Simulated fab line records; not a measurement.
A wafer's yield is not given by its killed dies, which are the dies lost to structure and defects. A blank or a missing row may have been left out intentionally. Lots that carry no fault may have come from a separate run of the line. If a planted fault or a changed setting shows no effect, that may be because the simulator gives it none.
fab line records | flow n5Finfet | part 1 of 2: steps 1 to 4 of 6
[record] lots = 23 | wafers = 69 | lastDay = 17
route steps=1938 shown BEOL_M13@1671 BEOL_M14@1731
lots that met no fault: taken from a fault-free run of the same line
startH: hours from the record's first day to the start of the lot's first wafer shown | waitH: hours from the lot's prior step to this one | " same as the row above | L1.1+2: one row covering several wafers at once | - no value, or no start was given | * or withheld: withheld | < > ~ a bound
route shown NAME@n: NAME is a module with steps in the file, n the number in the route of the first one | usual: the fault-free wafers' mean and standard deviation | same: alike in all rows | chamber/n: place in a boat | sites: readings site by site | _std_site: their standard deviation | _edge_site: mean of outer sites minus mean of inner sites | radiusMm: how far each site lies from the wafer's centre | mask NAME#n: copy n | behind: tool/chamber where the wafer was last shaped | hold: cause of the lot's hold/its duration in hours/its outcome | device: whichever transistor did not switch (one of n, p or np) | end of line: the tests these same wafers got at the end of their route | where a step has no rows: the recipe by itself | killed: dies lost to structure and defects at the first sort, not the wafer's yield | map: a wafer's dies, marking killed ones x, the rest . and places with no die _
set.NAME: the setting the step ran with; set.NAME@STEP: the setting that earlier step ran with | model.NAME: the simulator's own value behind a step, which no gauge read
one table for each step of the route and one row for each wafer, over a sample of lots
services: the hour from which a tool's chamber was out of use, counted from the record's first day as startH (under 0 if before that day), plus the number of hours and why
[[steps]]
[step N5_BEOL_M13_INSPECT_12]
[recipe] mode = adi | inspectInstrument = macro
[usual] rawDefectCount = 2.3/1.5
lot.wafer | tool             | chamber | startH | waitH | rawDefectCount
L074.1    | defectInspect-02 | -       | 236.34 | 0.0   | 1
L074.4    | "                | -       | "      | "     | 2
L074.5    | "                | -       | "      | "     | 0
L075.1    | defectInspect-02 | -       | 252.68 | 0.0   | 1
L075.4    | "                | -       | "      | "     | 3
L075.6    | "                | -       | "      | "     | 2
L076.1    | defectInspect-02 | -       | 253.86 | 0.0   | 5
L076.5    | "                | -       | "      | "     | 3
L076.6    | "                | -       | "      | "     | 0
L077.2    | defectInspect-02 | -       | 255.77 | 0.0   | 1
L077.5    | "                | -       | "      | "     | 4
L077.6    | "                | -       | "      | "     | 4
L078.1    | defectInspect-02 | -       | 257.63 | 0.0   | 0
L078.3    | "                | -       | "      | "     | 1
L078.6    | "                | -       | "      | "     | 4
L079.1    | defectInspect-01 | -       | 263.33 | 0.0   | 1
L079.2    | "                | -       | "      | "     | 0
L079.4    | "                | -       | "      | "     | 2
L080.3    | defectInspect-02 | -       | 278.96 | 0.0   | 3
L080.4    | "                | -       | "      | "     | 1
L080.5    | "                | -       | "      | "     | 7
L083.1    | defectInspect-01 | -       | 284.48 | 0.0   | 4
L083.2    | "                | -       | "      | "     | 4
L083.3    | "                | -       | "      | "     | 3
L082.2    | defectInspect-01 | -       | 289.73 | 0.0   | 1
L082.3    | "                | -       | "      | "     | 3
L082.6    | "                | -       | "      | "     | 1
L081.2    | defectInspect-02 | -       | 289.88 | 0.0   | 1
L081.5    | "                | -       | "      | "     | 2
L081.6    | "                | -       | "      | "     | 1
L086.1    | defectInspect-02 | -       | 300.96 | 0.0   | 1
L086.2    | "                | -       | "      | "     | 3
L086.6    | "                | -       | "      | "     | 2
L084.1    | defectInspect-02 | -       | 306.85 | 0.0   | 2
L084.5    | "                | -       | "      | "     | 1
L084.6    | "                | -       | "      | "     | 1
L085.3    | defectInspect-02 | -       | 313.03 | 0.0   | 4
L085.5    | "                | -       | "      | "     | 4
L085.6    | "                | -       | "      | "     | 6
L087.1    | defectInspect-02 | -       | 313.29 | 0.0   | 1
L087.3    | "                | -       | "      | "     | 1
L087.4    | "                | -       | "      | "     | 3
L088.2    | defectInspect-01 | -       | 316.65 | 0.0   | 3
L088.3    | "                | -       | "      | "     | 3
L088.5    | "                | -       | "      | "     | 1
L089.2    | defectInspect-02 | -       | 346.08 | 0.0   | 6
L089.4    | "                | -       | "      | "     | 1
L089.6    | "                | -       | "      | "     | 1
L090.2    | defectInspect-02 | -       | 347.13 | 0.0   | 0
L090.3    | "                | -       | "      | "     | 2
L090.5    | "                | -       | "      | "     | 2
L092.1    | defectInspect-02 | -       | 351.74 | 0.0   | 1
L092.2    | "                | -       | "      | "     | 3
L092.5    | "                | -       | "      | "     | 2
L091.2    | defectInspect-01 | -       | 352.62 | 0.0   | 3
L091.4    | "                | -       | "      | "     | 3
L091.6    | "                | -       | "      | "     | 2
L093.1    | defectInspect-02 | -       | 368.04 | 0.0   | 3
L093.3    | "                | -       | "      | "     | 2
L093.5    | "                | -       | "      | "     | 1
L095.2    | defectInspect-01 | -       | 377.72 | 0.0   | 0
L095.3    | "                | -       | "      | "     | 1
L095.4    | "                | -       | "      | "     | 0
L097.1    | defectInspect-02 | -       | 378.51 | 0.0   | 8
L097.2    | "                | -       | "      | "     | 3
L097.4    | "                | -       | "      | "     | 4
L096.2    | defectInspect-02 | -       | 384.43 | 0.0   | 1
L096.4    | "                | -       | "      | "     | 2
L096.6    | "                | -       | "      | "     | 5
[step N5_BEOL_M13_ETCH_59]
[recipe] chemistry = N2/H2 | target = BARC | targetDepthA = 890 | overetchA = 267 | timeS = 67.9 | ionEnergyEv = 200 | pressureMtorr = 30 | sourceW = 840 | biasW = 150 | n2FlowSccm = 200 | h2FlowSccm = 200
[usual] drypumpMotorCurrentA = 5.8/0.46 | oesProductAu = 0.67/0.079 | rfVppV = 524.7/3 | showerheadPlenumPTorr = 2.57/0.11 | throttleValvePct = 18.00/0.24
lot.wafer | tool       | chamber | startH | waitH | drypumpMotorCurrentA | oesProductAu | rfHoursCounterH | rfVppV | showerheadPlenumPTorr | throttleValvePct
L074.1    | rieDiel-02 | 0       | 236.41 | 0.0   | 6.2                  | 0.60         | 197             | 521.0  | 2.42                  | 18.07
L074.4    | "          | 2       | "      | "     | 5.3                  | 0.63         | 154             | 526.1  | 2.64                  | 18.00
L074.5    | "          | 2       | "      | "     | 5.3                  | 0.64         | -               | 525.9  | 2.64                  | 18.00
L075.1    | rieDiel-02 | 2       | 252.75 | 0.0   | 5.3                  | 0.64         | 158             | 527.6  | 2.64                  | 18.02
L075.4    | "          | 1       | "      | "     | 5.5                  | 0.62         | 212             | 525.4  | 2.63                  | 17.94
L075.6    | "          | 3       | "      | "     | 6.2                  | 0.77         | -               | 527.8  | 2.70                  | 17.53
L076.1    | rieDiel-05 | 1       | 253.93 | 0.0   | 6.2                  | 0.65         | 140             | 518.3  | 2.34                  | 18.10
L076.5    | "          | 0       | "      | "     | 5.5                  | 0.63         | -               | 526.5  | 2.64                  | 17.98
L076.6    | "          | 3       | "      | "     | 6.6                  | 0.64         | -               | 525.3  | 2.62                  | 18.36
L077.2    | rieDiel-05 | 1       | 255.84 | 0.0   | 6.3                  | 0.65         | 141             | 518.9  | 2.34                  | 18.10
L077.5    | "          | 3       | "      | "     | 6.6                  | 0.63         | -               | 527.2  | 2.62                  | 18.37
L077.6    | "          | 2       | "      | "     | 6.1                  | 0.60         | -               | 526.0  | 2.62                  | 18.02
L078.1    | rieDiel-05 | 3       | 257.73 | 0.0   | 6.6                  | 0.63         | 196             | 527.3  | 2.62                  | 18.38
L078.3    | "          | 2       | "      | "     | 6.1                  | 0.59         | 239             | 526.1  | 2.62                  | 18.01
L078.6    | "          | 0       | "      | "     | 5.5                  | 0.64         | -               | 525.3  | 2.64                  | 17.99
L079.1    | rieDiel-06 | 2       | 263.40 | 0.0   | 5.9                  | 0.83         | 7               | 526.5  | 2.61                  | 17.79
L079.2    | "          | 3       | "      | "     | 5.7                  | 0.59         | 244             | 527.7  | 2.61                  | 18.37
L079.4    | "          | 1       | "      | "     | 5.4                  | 0.60         | 231             | 521.2  | 2.50                  | 18.06
L080.3    | rieDiel-02 | 0       | 279.03 | 0.0   | 6.1                  | 0.60         | 210             | 520.5  | 2.41                  | 18.10
L080.4    | "          | 2       | "      | "     | 5.3                  | 0.62         | 167             | 525.5  | 2.64                  | 18.00
L080.5    | "          | 2       | "      | "     | 5.3                  | 0.63         | -               | 527.1  | 2.64                  | 18.00
L083.1    | rieDiel-02 | 0       | 284.55 | 0.0   | 6.2                  | 0.60         | 211             | 520.8  | 2.41                  | 18.10
L083.2    | "          | 3       | "      | "     | 6.3                  | 0.76         | 32              | 528.4  | 2.69                  | 17.54
L083.3    | "          | 2       | "      | "     | 5.3                  | 0.63         | 169             | 526.7  | 2.64                  | 18.03
L082.2    | rieDiel-05 | 3       | 289.80 | 0.0   | 6.6                  | 0.62         | 207             | 527.2  | 2.61                  | 18.39
L082.3    | "          | 0       | "      | "     | 5.6                  | 0.62         | 203             | 524.7  | 2.64                  | 18.00
L082.6    | "          | 1       | "      | "     | 6.2                  | 0.65         | -               | 519.0  | 2.34                  | 18.11
L081.2    | rieDiel-06 | 2       | 289.95 | 0.0   | 5.9                  | 0.80         | 15              | 525.3  | 2.60                  | 17.80
L081.5    | "          | 0       | "      | "     | 4.9                  | 0.72         | -               | 524.8  | 2.58                  | 18.12
L081.6    | "          | 2       | "      | "     | 5.9                  | 0.80         | -               | 525.5  | 2.60                  | 17.81
L086.1    | rieDiel-05 | 1       | 301.63 | 0.0   | 6.2                  | 0.64         | 155             | 519.1  | 2.34                  | 18.12
L086.2    | "          | 0       | "      | "     | 5.5                  | 0.63         | 207             | 525.3  | 2.63                  | 18.00
L086.6    | "          | 3       | "      | "     | 6.6                  | 0.63         | -               | 525.8  | 2.61                  | 18.41
L084.1    | rieDiel-05 | 3       | 307.10 | 0.0   | 6.6                  | 0.62         | 214             | 526.8  | 2.61                  | 18.40
L084.5    | "          | 0       | "      | "     | 5.5                  | 0.62         | -               | 526.4  | 2.63                  | 18.01
L084.6    | "          | 3       | "      | "     | 6.6                  | 0.61         | -               | 526.3  | 2.61                  | 18.40
L085.3    | rieDiel-06 | 1       | 313.10 | 0.0   | 5.4                  | 0.59         | 246             | 523.5  | 2.49                  | 18.07
L085.5    | "          | 1       | "      | "     | 5.4                  | 0.59         | -               | 524.5  | 2.49                  | 18.07
L085.6    | "          | 2       | "      | "     | 5.9                  | 0.79         | -               | 524.6  | 2.60                  | 17.81
L087.1    | rieDiel-02 | 1       | 313.36 | 0.0   | 5.4                  | 0.61         | 230             | 524.5  | 2.62                  | 17.97
L087.3    | "          | 3       | "      | "     | 6.2                  | 0.74         | 41              | 528.0  | 2.69                  | 17.58
L087.4    | "          | 3       | "      | "     | 6.2                  | 0.75         | -               | 529.1  | 2.69                  | 17.57
L088.2    | rieDiel-05 | 1       | 316.72 | 0.0   | 6.2                  | 0.64         | 162             | 518.3  | 2.33                  | 18.15
L088.3    | "          | 3       | "      | "     | 6.6                  | 0.62         | 218             | 526.0  | 2.61                  | 18.42
L088.5    | "          | 3       | "      | "     | 6.6                  | 0.62         | -               | 526.9  | 2.61                  | 18.42
L089.2    | rieDiel-06 | 2       | 346.15 | 0.0   | 5.9                  | 0.77         | 31              | 527.0  | 2.60                  | 17.83
L089.4    | "          | 1       | "      | "     | 5.3                  | 0.84         | 0               | 521.0  | 2.49                  | 17.64
L089.6    | "          | 1       | "      | "     | 5.4                  | 0.84         | -               | 524.0  | 2.49                  | 17.65
L090.2    | rieDiel-02 | 1       | 347.19 | 0.0   | 5.5                  | 0.61         | 244             | 524.9  | 2.61                  | 18.02
L090.3    | "          | 3       | "      | "     | 6.3                  | 0.72         | 55              | 528.8  | 2.68                  | 17.59
L090.5    | "          | 2       | "      | "     | 5.3                  | 0.62         | -               | 527.4  | 2.63                  | 18.04
L092.1    | rieDiel-05 | 2       | 351.88 | 0.0   | 6.1                  | 0.80         | 8               | 526.0  | 2.61                  | 17.62
L092.2    | "          | 3       | "      | "     | 6.6                  | 0.61         | 229             | 525.0  | 2.60                  | 18.43
L092.5    | "          | 3       | "      | "     | 6.6                  | 0.61         | -               | 526.4  | 2.60                  | 18.45
L091.2    | rieDiel-06 | 3       | 352.68 | 0.0   | 5.6                  | 0.81         | 15              | 525.3  | 2.60                  | 18.01
L091.4    | "          | 3       | "      | "     | 5.6                  | 0.81         | -               | 525.6  | 2.61                  | 18.02
L091.6    | "          | 2       | "      | "     | 5.9                  | 0.77         | -               | 525.3  | 2.60                  | 17.83
L093.1    | rieDiel-02 | 2       | 368.11 | 0.0   | 5.3                  | 0.61         | 186             | 526.3  | 2.63                  | 18.05
L093.3    | "          | 3       | "      | "     | 6.3                  | 0.72         | 61              | 529.5  | 2.68                  | 17.61
L093.5    | "          | 3       | "      | "     | 6.2                  | 0.72         | -               | 527.2  | 2.68                  | 17.61
L095.2    | rieDiel-06 | 0       | 377.79 | 0.0   | 5.0                  | 0.70         | 99              | 525.5  | 2.57                  | 18.16
L095.3    | "          | 1       | "      | "     | 5.4                  | 0.81         | 6               | 523.6  | 2.49                  | 17.68
L095.4    | "          | 3       | "      | "     | 5.7                  | 0.80         | 24              | 525.8  | 2.60                  | 18.03
L097.1    | rieDiel-05 | 3       | 378.58 | 0.0   | 6.6                  | 0.61         | 237             | 526.3  | 2.60                  | 18.44
L097.2    | "          | 2       | "      | "     | 6.1                  | 0.77         | 16              | 525.2  | 2.60                  | 17.66
L097.4    | "          | 1       | "      | "     | 6.3                  | 0.63         | 182             | 518.6  | 2.33                  | 18.16
L096.2    | rieDiel-02 | 3       | 384.50 | 0.0   | 6.2                  | 0.70         | 68              | 527.7  | 2.68                  | 17.61
L096.4    | "          | 0       | "      | "     | 6.2                  | 0.58         | 244             | 519.8  | 2.40                  | 18.15
L096.6    | "          | 1       | "      | "     | 5.5                  | 0.84         | -               | 525.4  | 2.61                  | 17.58
[step N5_BEOL_M13_STRIP_64]
[recipe] chemistry = N2/H2 | powerW = 1000 | tempC = 250 | h2Frac = 0.65 | overashFraction = 0.3 | pressureMtorr = withheld | n2FlowSccm = 1750 | h2FlowSccm = 3250
[usual] drypumpMotorCurrentA = 6.2/0.37 | heaterPowerW = 351/28 | oesProductAu = 0.714/0.0046 | stripTimeToEndpointS = 31.30/0.079
lot.wafer | tool           | chamber | startH | waitH | drypumpMotorCurrentA | heaterPowerW | oesProductAu | rfHoursCounterH | stripTimeToEndpointS
L074.1    | plasmaAsher-01 | 0       | 236.76 | 0.0   | 6.1                  | 353          | 0.718        | 118             | 31.12
L074.4    | "              | 0       | "      | "     | 6.1                  | 355          | 0.714        | -               | 31.15
L074.5    | "              | 0       | "      | "     | 6.1                  | 355          | 0.720        | -               | 31.20
L075.1    | plasmaAsher-01 | 1       | 253.09 | 0.0   | 6.4                  | 313          | 0.717        | 121             | 31.32
L075.4    | "              | 1       | "      | "     | 6.4                  | 313          | 0.721        | -               | 31.27
L075.6    | "              | 0       | "      | "     | 6.1                  | 349          | 0.717        | -               | 31.28
L076.1    | plasmaAsher-02 | 1       | 254.28 | 0.0   | 5.6                  | 369          | 0.707        | 75              | 31.24
L076.5    | "              | 0       | "      | "     | 6.5                  | 392          | 0.715        | -               | 31.19
L076.6    | "              | 1       | "      | "     | 5.6                  | 362          | 0.715        | -               | 31.35
L077.2    | plasmaAsher-02 | 0       | 256.18 | 0.0   | 6.5                  | 385          | 0.712        | 75              | 31.22
L077.5    | "              | 0       | "      | "     | 6.5                  | 396          | 0.725        | -               | 31.33
L077.6    | "              | 1       | "      | "     | 5.6                  | 360          | 0.713        | -               | 31.32
L078.1    | plasmaAsher-02 | 1       | 258.08 | 0.0   | 5.6                  | 358          | 0.724        | 76              | 31.46
L078.3    | "              | 1       | "      | "     | 5.5                  | 365          | 0.722        | -               | 31.34
L078.6    | "              | 0       | "      | "     | 6.5                  | 384          | 0.718        | -               | 31.44
L079.1    | plasmaAsher-01 | 1       | 263.75 | 0.0   | 6.5                  | 318          | 0.719        | 123             | 31.30
L079.2    | "              | 0       | "      | "     | 6.1                  | 361          | 0.718        | 123             | 31.36
L079.4    | "              | 1       | "      | "     | 6.4                  | 316          | 0.713        | -               | 31.45
L080.3    | plasmaAsher-01 | 1       | 279.39 | 0.0   | 6.4                  | 309          | 0.715        | -               | 31.14
L080.4    | "              | 0       | "      | "     | 6.1                  | 350          | 0.707        | -               | 31.23
L080.5    | "              | 0       | "      | "     | 6.1                  | 347          | 0.721        | -               | 31.22
L083.1    | plasmaAsher-02 | 0       | 284.90 | 0.0   | 6.5                  | 373          | 0.709        | 82              | 31.19
L083.2    | "              | 1       | "      | "     | 5.6                  | 358          | 0.719        | 82              | 31.22
L083.3    | "              | 0       | "      | "     | 6.5                  | 393          | 0.717        | -               | 31.17
L082.2    | plasmaAsher-01 | 1       | 290.14 | 0.0   | 6.4                  | 310          | 0.717        | 128             | 31.31
L082.3    | "              | 1       | "      | "     | 6.5                  | 318          | 0.712        | -               | 31.26
L082.6    | "              | 0       | "      | "     | 6.1                  | 344          | 0.720        | -               | 31.14
L081.2    | plasmaAsher-02 | 1       | 290.30 | 0.0   | 5.6                  | 363          | 0.715        | 83              | 31.28
L081.5    | "              | 1       | "      | "     | 5.5                  | 367          | 0.717        | -               | 31.25
L081.6    | "              | 0       | "      | "     | 6.5                  | 376          | 0.703        | -               | 31.30
L086.1    | plasmaAsher-02 | 1       | 301.98 | 0.0   | 5.6                  | 359          | 0.722        | 85              | 31.33
L086.2    | "              | 0       | "      | "     | 6.5                  | 389          | 0.711        | 85              | 31.33
L086.6    | "              | 0       | "      | "     | 6.5                  | 387          | 0.714        | -               | 31.34
L084.1    | plasmaAsher-02 | 1       | 307.45 | 0.0   | 5.6                  | 359          | 0.707        | 85              | 31.26
L084.5    | "              | 1       | "      | "     | 5.6                  | 354          | 0.709        | -               | 31.30
L084.6    | "              | 0       | "      | "     | 6.5                  | 387          | 0.710        | -               | 31.25
L085.3    | plasmaAsher-01 | 1       | 313.47 | 0.0   | 6.4                  | 313          | 0.709        | -               | 31.34
L085.5    | "              | 0       | "      | "     | 6.1                  | 350          | 0.716        | -               | 31.36
L085.6    | "              | 1       | "      | "     | 6.5                  | 314          | 0.705        | -               | 31.38
L087.1    | plasmaAsher-01 | 1       | 313.71 | 0.0   | 6.4                  | 316          | 0.713        | 133             | 31.23
L087.3    | "              | 1       | "      | "     | 6.4                  | 310          | 0.713        | -               | 31.25
L087.4    | "              | 0       | "      | "     | 6.1                  | 356          | 0.712        | -               | 31.32
L088.2    | plasmaAsher-02 | 0       | 317.07 | 0.0   | 6.5                  | 393          | 0.723        | 88              | 31.33
L088.3    | "              | 0       | "      | "     | 6.6                  | 388          | 0.713        | -               | 31.26
L088.5    | "              | 0       | "      | "     | 6.5                  | 392          | 0.710        | -               | 31.32
L089.2    | plasmaAsher-02 | 0       | 346.50 | 0.0   | 6.5                  | 396          | 0.713        | 92              | 31.32
L089.4    | "              | 1       | "      | "     | 5.6                  | 354          | 0.718        | -               | 31.25
L089.6    | "              | 0       | "      | "     | 6.5                  | 376          | 0.709        | -               | 31.33
L090.2    | plasmaAsher-02 | 1       | 347.54 | 0.0   | 5.6                  | 365          | 0.710        | 93              | 31.46
L090.3    | "              | 1       | "      | "     | 5.6                  | 352          | 0.720        | -               | 31.33
L090.5    | "              | 0       | "      | "     | 6.5                  | 389          | 0.718        | -               | 31.46
L092.1    | plasmaAsher-01 | 1       | 352.23 | 0.0   | 6.5                  | 314          | 0.712        | 141             | 31.42
L092.2    | "              | 0       | "      | "     | 6.1                  | 337          | 0.718        | 141             | 31.44
L092.5    | "              | 1       | "      | "     | 6.5                  | 310          | 0.711        | -               | 31.48
L091.2    | plasmaAsher-01 | 1       | 353.03 | 0.0   | 6.5                  | 313          | 0.718        | 141             | 31.29
L091.4    | "              | 0       | "      | "     | 6.1                  | 351          | 0.717        | -               | 31.27
L091.6    | "              | 0       | "      | "     | 6.1                  | 351          | 0.713        | -               | 31.28
L093.1    | plasmaAsher-01 | 0       | 368.46 | 0.0   | 6.1                  | 354          | 0.707        | 144             | 31.15
L093.3    | "              | 0       | "      | "     | 6.1                  | 349          | 0.713        | -               | 31.23
L093.5    | "              | 0       | "      | "     | 6.1                  | 346          | 0.710        | -               | 31.23
L095.2    | plasmaAsher-01 | 1       | 378.13 | 0.0   | 6.4                  | 316          | 0.721        | 146             | 31.37
L095.3    | "              | 0       | "      | "     | 6.1                  | 349          | 0.712        | -               | 31.30
L095.4    | "              | 1       | "      | "     | 6.4                  | 318          | 0.708        | -               | 31.30
L097.1    | plasmaAsher-02 | 0       | 378.93 | 0.0   | 6.5                  | 388          | 0.716        | 98              | 31.37
L097.2    | "              | 1       | "      | "     | 5.6                  | 364          | 0.713        | 98              | 31.38
L097.4    | "              | 1       | "      | "     | 5.6                  | 360          | 0.718        | -               | 31.40
L096.2    | plasmaAsher-01 | 0       | 384.85 | 0.0   | 6.1                  | 342          | 0.714        | 147             | 31.38
L096.4    | "              | 0       | "      | "     | 6.1                  | 344          | 0.712        | -               | 31.31
L096.6    | "              | 0       | "      | "     | 6.1                  | 358          | 0.711        | -               | 31.29
[step N5_BEOL_M13_DESCUM_33]
[recipe] chemistry = O2 | timeS = 7.9 | sourcePowerW = 50 | biasPowerW = 20 | pressureMtorr = 20 | rfFrequencyHz = 2.712e+07 | tempC = 40 | o2FlowSccm = 225
[usual] drypumpMotorCurrentA = 5.9/0.45 | oesProductAu = 0.77/0.094 | rfVppV = 243.4/1.7 | showerheadPlenumPTorr = 2.11/0.096 | throttleValvePct = 20.55/0.21
lot.wafer | tool       | chamber | startH | waitH | drypumpMotorCurrentA | oesProductAu | rfHoursCounterH | rfVppV | showerheadPlenumPTorr | throttleValvePct
L074.1    | rieDiel-02 | 0       | 237.46 | 0.0   | 6.2                  | 0.71         | 197             | 240.9  | 1.99                  | 20.61
L074.4    | "          | 1       | "      | "     | 5.5                  | 0.73         | 208             | 244.2  | 2.16                  | 20.35
L074.5    | "          | 0       | "      | "     | 6.1                  | 0.71         | -               | 241.2  | 1.99                  | 20.60
L075.1    | rieDiel-06 | 0       | 253.65 | 0.0   | 4.9                  | 0.85         | 66              | 245.1  | 2.12                  | 20.48
L075.4    | "          | 1       | "      | "     | 5.4                  | 0.69         | 228             | 242.5  | 2.06                  | 20.58
L075.6    | "          | 3       | "      | "     | 5.6                  | 0.68         | -               | 243.7  | 2.14                  | 20.79
L076.1    | rieDiel-05 | 2       | 255.05 | 0.1   | 6.1                  | 0.69         | 239             | 245.2  | 2.15                  | 20.51
L076.5    | "          | 0       | "      | "     | 5.5                  | 0.73         | -               | 244.4  | 2.17                  | 20.54
L076.6    | "          | 1       | "      | "     | 6.2                  | 0.76         | -               | 239.8  | 1.92                  | 20.63
L077.2    | rieDiel-05 | 0       | 256.75 | 0.0   | 5.5                  | 0.74         | 192             | 243.5  | 2.17                  | 20.54
L077.5    | "          | 0       | "      | "     | 5.5                  | 0.73         | -               | 245.3  | 2.17                  | 20.55
L077.6    | "          | 3       | "      | "     | 6.6                  | 0.73         | -               | 243.2  | 2.16                  | 20.85
L078.1    | rieDiel-02 | 0       | 258.64 | 0.0   | 6.2                  | 0.70         | 202             | 241.0  | 1.99                  | 20.62
L078.3    | "          | 2       | "      | "     | 5.3                  | 0.74         | 159             | 243.8  | 2.18                  | 20.64
L078.6    | "          | 3       | "      | "     | 6.2                  | 0.91         | -               | 244.9  | 2.24                  | 20.21
L079.1    | rieDiel-06 | 1       | 264.41 | 0.1   | 5.4                  | 0.69         | 231             | 242.3  | 2.06                  | 20.59
L079.2    | "          | 0       | "      | "     | 5.0                  | 0.85         | 69              | 243.5  | 2.12                  | 20.49
L079.4    | "          | 2       | "      | "     | 5.9                  | 0.97         | 8               | 244.7  | 2.14                  | 20.32
L080.3    | rieDiel-06 | 0       | 280.06 | 0.0   | 4.9                  | 0.85         | 73              | 242.1  | 2.12                  | 20.50
L080.4    | "          | 1       | "      | "     | 5.4                  | 0.68         | 236             | 244.3  | 2.06                  | 20.61
L080.5    | "          | 0       | "      | "     | 4.9                  | 0.86         | -               | 243.0  | 2.12                  | 20.48
L083.1    | rieDiel-05 | 2       | 285.46 | 0.0   | 6.1                  | 0.69         | 249             | 245.2  | 2.14                  | 20.53
L083.2    | "          | 3       | "      | "     | 6.6                  | 0.73         | 205             | 243.0  | 2.15                  | 20.87
L083.3    | "          | 1       | "      | "     | 6.2                  | 0.76         | 150             | 240.9  | 1.92                  | 20.62
L082.2    | rieDiel-02 | 1       | 290.71 | 0.0   | 5.5                  | 0.72         | 224             | 245.0  | 2.16                  | 20.38
L082.3    | "          | 3       | "      | "     | 6.3                  | 0.88         | 34              | 245.1  | 2.23                  | 20.21
L082.6    | "          | 3       | "      | "     | 6.3                  | 0.88         | -               | 245.1  | 2.23                  | 20.21
L081.2    | rieDiel-05 | 3       | 290.99 | 0.0   | 6.6                  | 0.73         | 207             | 245.6  | 2.15                  | 20.87
L081.5    | "          | 3       | "      | "     | 6.5                  | 0.72         | -               | 245.0  | 2.15                  | 20.88
L081.6    | "          | 1       | "      | "     | 6.2                  | 0.75         | -               | 239.5  | 1.92                  | 20.66
L086.1    | rieDiel-02 | 0       | 302.69 | 0.1   | 6.2                  | 0.70         | 217             | 242.1  | 1.98                  | 20.63
L086.2    | "          | 2       | "      | "     | 5.3                  | 0.73         | 176             | 244.8  | 2.18                  | 20.65
L086.6    | "          | 0       | "      | "     | 6.2                  | 0.70         | -               | 241.4  | 1.98                  | 20.64
L084.1    | rieDiel-05 | 3       | 308.02 | 0.0   | 6.6                  | 0.72         | 215             | 244.3  | 2.15                  | 20.87
L084.5    | "          | 3       | "      | "     | 6.5                  | 0.71         | -               | 244.1  | 2.15                  | 20.89
L084.6    | "          | 1       | "      | "     | 6.2                  | 0.76         | -               | 239.3  | 1.92                  | 20.65
L085.3    | rieDiel-05 | 1       | 314.01 | 0.0   | 6.2                  | 0.75         | 160             | 240.1  | 1.92                  | 20.66
L085.5    | "          | 1       | "      | "     | 6.2                  | 0.74         | -               | 241.2  | 1.92                  | 20.65
L085.6    | "          | 0       | "      | "     | 5.5                  | 0.71         | -               | 245.0  | 2.16                  | 20.58
L087.1    | rieDiel-05 | 3       | 314.56 | 0.3   | 6.5                  | 0.71         | 217             | 243.5  | 2.15                  | 20.88
L087.3    | "          | 0       | "      | "     | 5.5                  | 0.71         | 212             | 243.9  | 2.16                  | 20.58
L087.4    | "          | 1       | "      | "     | 6.2                  | 0.75         | -               | 239.5  | 1.92                  | 20.64
L088.2    | rieDiel-02 | 3       | 317.63 | 0.0   | 6.2                  | 0.87         | 43              | 246.0  | 2.23                  | 20.23
L088.3    | "          | 0       | "      | "     | 6.2                  | 0.69         | 222             | 241.8  | 1.98                  | 20.66
L088.5    | "          | 3       | "      | "     | 6.2                  | 0.87         | -               | 246.3  | 2.23                  | 20.23
L089.2    | rieDiel-05 | 2       | 347.06 | 0.0   | 6.1                  | 0.95         | 6               | 243.1  | 2.14                  | 20.18
L089.4    | "          | 3       | "      | "     | 6.5                  | 0.70         | 228             | 244.8  | 2.15                  | 20.90
L089.6    | "          | 1       | "      | "     | 6.2                  | 0.74         | -               | 240.3  | 1.91                  | 20.66
L090.2    | rieDiel-02 | 3       | 348.22 | 0.1   | 6.2                  | 0.86         | 55              | 245.9  | 2.22                  | 20.25
L090.3    | "          | 1       | "      | "     | 5.5                  | 0.71         | 244             | 244.6  | 2.15                  | 20.40
L090.5    | "          | 0       | "      | "     | 6.2                  | 0.68         | -               | 241.1  | 1.98                  | 20.66
L092.1    | rieDiel-05 | 3       | 352.92 | 0.0   | 6.6                  | 0.71         | 229             | 243.9  | 2.15                  | 20.91
L092.2    | "          | 0       | "      | "     | 5.5                  | 0.71         | 226             | 244.6  | 2.16                  | 20.59
L092.5    | "          | 1       | "      | "     | 6.2                  | 0.75         | -               | 240.1  | 1.91                  | 20.67
L091.2    | rieDiel-06 | 2       | 353.60 | 0.0   | 5.9                  | 0.91         | 34              | 242.5  | 2.13                  | 20.33
L091.4    | "          | 1       | "      | "     | 5.4                  | 0.97         | -               | 242.5  | 2.05                  | 20.26
L091.6    | "          | 3       | "      | "     | 5.6                  | 0.95         | -               | 245.0  | 2.13                  | 20.47
L093.1    | rieDiel-02 | 0       | 369.25 | 0.3   | 6.2                  | 0.68         | 239             | 242.2  | 1.97                  | 20.69
L093.3    | "          | 3       | "      | "     | 6.2                  | 0.84         | 62              | 245.3  | 2.22                  | 20.25
L093.5    | "          | 0       | "      | "     | 6.1                  | 0.68         | -               | 241.3  | 1.97                  | 20.67
L095.2    | rieDiel-02 | 0       | 378.82 | 0.0   | 6.2                  | 0.67         | 242             | 240.0  | 1.97                  | 20.68
L095.3    | "          | 3       | "      | "     | 6.2                  | 0.83         | 65              | 244.9  | 2.22                  | 20.27
L095.4    | "          | 2       | "      | "     | 5.3                  | 0.72         | -               | 242.7  | 2.17                  | 20.68
L097.1    | rieDiel-05 | 2       | 379.49 | 0.0   | 6.1                  | 0.91         | 17              | 244.6  | 2.14                  | 20.20
L097.2    | "          | 3       | "      | "     | 6.6                  | 0.70         | 238             | 244.6  | 2.14                  | 20.90
L097.4    | "          | 0       | "      | "     | 5.5                  | 0.70         | 235             | 244.6  | 2.16                  | 20.61
L096.2    | rieDiel-02 | 1       | 385.41 | 0.0   | 5.5                  | 1.00         | 2               | 245.2  | 2.15                  | 20.04
L096.4    | "          | 2       | "      | "     | 5.3                  | 0.71         | 193             | 244.5  | 2.17                  | 20.70
L096.6    | "          | 0       | "      | "     | 6.1                  | 0.67         | -               | 241.9  | 1.97                  | 20.69
